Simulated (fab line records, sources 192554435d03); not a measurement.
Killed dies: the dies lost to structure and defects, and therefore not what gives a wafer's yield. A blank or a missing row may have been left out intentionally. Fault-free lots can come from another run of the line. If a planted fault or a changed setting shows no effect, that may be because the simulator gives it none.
Chamber matching / flow n5-finfet / N5_BEOL_M4_STRIP_66 on rie-diel-01 has 4 sister chambers
The step strips in CF4. 14 wafers are shown with their chamber, then 7 later ones without.

== WAFERS PAIRED WITH THEIR CHAMBERS ==
wafer=L074.1; chamber=2; throttle-valve-pct (%)=13.81; showerhead-plenum-p-Torr (Torr)=1.86; drypump-motor-current-A (A)=5.9
wafer=L074.4; chamber=2; throttle-valve-pct (%)=13.79; showerhead-plenum-p-Torr (Torr)=1.86; drypump-motor-current-A (A)=5.8
wafer=L074.5; chamber=1; throttle-valve-pct (%)=13.24; showerhead-plenum-p-Torr (Torr)=1.81; drypump-motor-current-A (A)=5.5
wafer=L084.1; chamber=2; throttle-valve-pct (%)=13.84; showerhead-plenum-p-Torr (Torr)=1.86; drypump-motor-current-A (A)=5.8
wafer=L084.4; chamber=0; throttle-valve-pct (%)=13.79; showerhead-plenum-p-Torr (Torr)=1.76; drypump-motor-current-A (A)=5.5
wafer=L084.5; chamber=3; throttle-valve-pct (%)=13.14; showerhead-plenum-p-Torr (Torr)=1.76; drypump-motor-current-A (A)=6.1
wafer=L082.2; chamber=1; throttle-valve-pct (%)=13.30; showerhead-plenum-p-Torr (Torr)=1.80; drypump-motor-current-A (A)=5.5
wafer=L082.4; chamber=0; throttle-valve-pct (%)=13.80; showerhead-plenum-p-Torr (Torr)=1.76; drypump-motor-current-A (A)=5.5
wafer=L082.5; chamber=2; throttle-valve-pct (%)=13.84; showerhead-plenum-p-Torr (Torr)=1.86; drypump-motor-current-A (A)=5.8
wafer=L087.3; chamber=1; throttle-valve-pct (%)=13.32; showerhead-plenum-p-Torr (Torr)=1.80; drypump-motor-current-A (A)=5.5
wafer=L087.5; chamber=3; throttle-valve-pct (%)=13.16; showerhead-plenum-p-Torr (Torr)=1.76; drypump-motor-current-A (A)=6.1
wafer=L087.6; chamber=2; throttle-valve-pct (%)=13.84; showerhead-plenum-p-Torr (Torr)=1.85; drypump-motor-current-A (A)=5.9
wafer=L090.1; chamber=3; throttle-valve-pct (%)=13.18; showerhead-plenum-p-Torr (Torr)=1.76; drypump-motor-current-A (A)=6.1
wafer=L090.4; chamber=0; throttle-valve-pct (%)=13.80; showerhead-plenum-p-Torr (Torr)=1.75; drypump-motor-current-A (A)=5.4

SIGNATURES (means of the wafers above)
reading=throttle-valve-pct; chamber 0=13.7967; chamber 1=13.2867; chamber 2=13.8240; chamber 3=13.1600; scatter within a chamber=0.0254
reading=showerhead-plenum-p-Torr; chamber 0=1.7567; chamber 1=1.8033; chamber 2=1.8580; chamber 3=1.7600; scatter within a chamber=0.00462
reading=drypump-motor-current-A; chamber 0=5.467; chamber 1=5.500; chamber 2=5.840; chamber 3=6.100; scatter within a chamber=0.0432
Rule: a wafer lies at a distance from a chamber equal to the root of the sum of squares, over the readings, of (its reading less the chamber's mean, divided by the reading's scatter). If the next closest chamber is less than 2 further off than the closest, the wafer can't be placed; otherwise it belongs to the closest. The scatter is the square root of a quotient: the sum, over the shown wafers, of each reading's squared deviation from its chamber's mean, divided by wafers minus chambers.

== WAFERS WITH NO CHAMBER GIVEN ==
wafer=L090.5; throttle-valve-pct (%)=13.16; showerhead-plenum-p-Torr (Torr)=1.76; drypump-motor-current-A (A)=6.1
wafer=L096.1; throttle-valve-pct (%)=13.33; showerhead-plenum-p-Torr (Torr)=1.80; drypump-motor-current-A (A)=5.5
wafer=L096.3; throttle-valve-pct (%)=13.20; showerhead-plenum-p-Torr (Torr)=1.76; drypump-motor-current-A (A)=6.1
wafer=L096.5; throttle-valve-pct (%)=13.90; showerhead-plenum-p-Torr (Torr)=1.85; drypump-motor-current-A (A)=5.8
wafer=L095.3; throttle-valve-pct (%)=13.33; showerhead-plenum-p-Torr (Torr)=1.80; drypump-motor-current-A (A)=5.5
wafer=L095.5; throttle-valve-pct (%)=13.21; showerhead-plenum-p-Torr (Torr)=1.76; drypump-motor-current-A (A)=6.1
wafer=L095.6; throttle-valve-pct (%)=13.88; showerhead-plenum-p-Torr (Torr)=1.85; drypump-motor-current-A (A)=5.9

== WHICH CHAMBER EACH ONE RAN IN ==
wafer=L090.5; from the rows above=3; in truth=3
wafer=L096.1; from the rows above=1; in truth=1
wafer=L096.3; from the rows above=3; in truth=3
wafer=L096.5; from the rows above=2; in truth=2
wafer=L095.3; from the rows above=1; in truth=1
wafer=L095.5; from the rows above=3; in truth=3
wafer=L095.6; from the rows above=2; in truth=2
Correct placement for 7 of the 7. Number that these rows cannot place: 0. Placed wrongly: 0.
